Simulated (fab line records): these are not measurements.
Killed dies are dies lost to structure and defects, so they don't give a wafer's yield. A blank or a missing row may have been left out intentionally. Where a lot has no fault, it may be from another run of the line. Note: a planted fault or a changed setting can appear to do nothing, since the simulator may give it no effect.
Matching of chambers ; flow nand harc ; 4 sister chambers for NHARC_A_CHANNEL_FILL_D1_CMP_10 on cmp-03
The step polishes, target thk 150 nm. 8 wafers are shown with their chamber, then 8 later ones without.

== WAFERS WITH THEIR CHAMBER ==
wafer;chamber;motor current A (A);time to endpoint s (s)
L080.4;1;12.0;10.9
L080.6;0;10.8;13.2
L081.1;2;13.2;13.7
L081.6;3;14.2;12.7
L083.2;3;13.8;15.4
L083.4;1;11.7;15.0
L083.5;2;13.0;16.0
L086.1;0;10.4;16.1

== WAFERS MISSING THEIR CHAMBER ==
wafer;motor current A (A);time to endpoint s (s)
L086.2;13.5;18.5
L086.4;11.3;15.1
L097.3;10.7;16.3
L097.4;13.3;16.0
L097.6;10.4;14.7
L096.3;10.0;16.8
L096.4;11.4;17.7
L096.5;12.7;16.5

== WHICH CHAMBER EACH ONE RAN IN ==
wafer;from the rows above;in truth
L086.2;can't be placed: 2 or 3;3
L086.4;can't be placed: 1 or 0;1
L097.3;0;0
L097.4;2;2
L097.6;0;0
L096.3;0;0
L096.4;can't be placed: 1 or 0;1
L096.5;2;2
Correctly placed: 5 of 8. Unplaceable from these rows: 3, with the true chamber sitting among the candidates in 3. Wrongly placed: 0.
How it was worked out, from the rows above alone: a wafer's distance from a chamber is the root of the sum, over the readings, of the square of ((its reading less the chamber's mean) divided by the reading's scatter). If the next closest chamber is less than 2 further off than the closest, the wafer can't be placed; otherwise it belongs to the closest. Each chamber's mean is taken over the wafers shown for it. The scatter: the root of (the sum of the squares of (reading less its chamber's mean) over the shown wafers, divided by (wafers less chambers)).
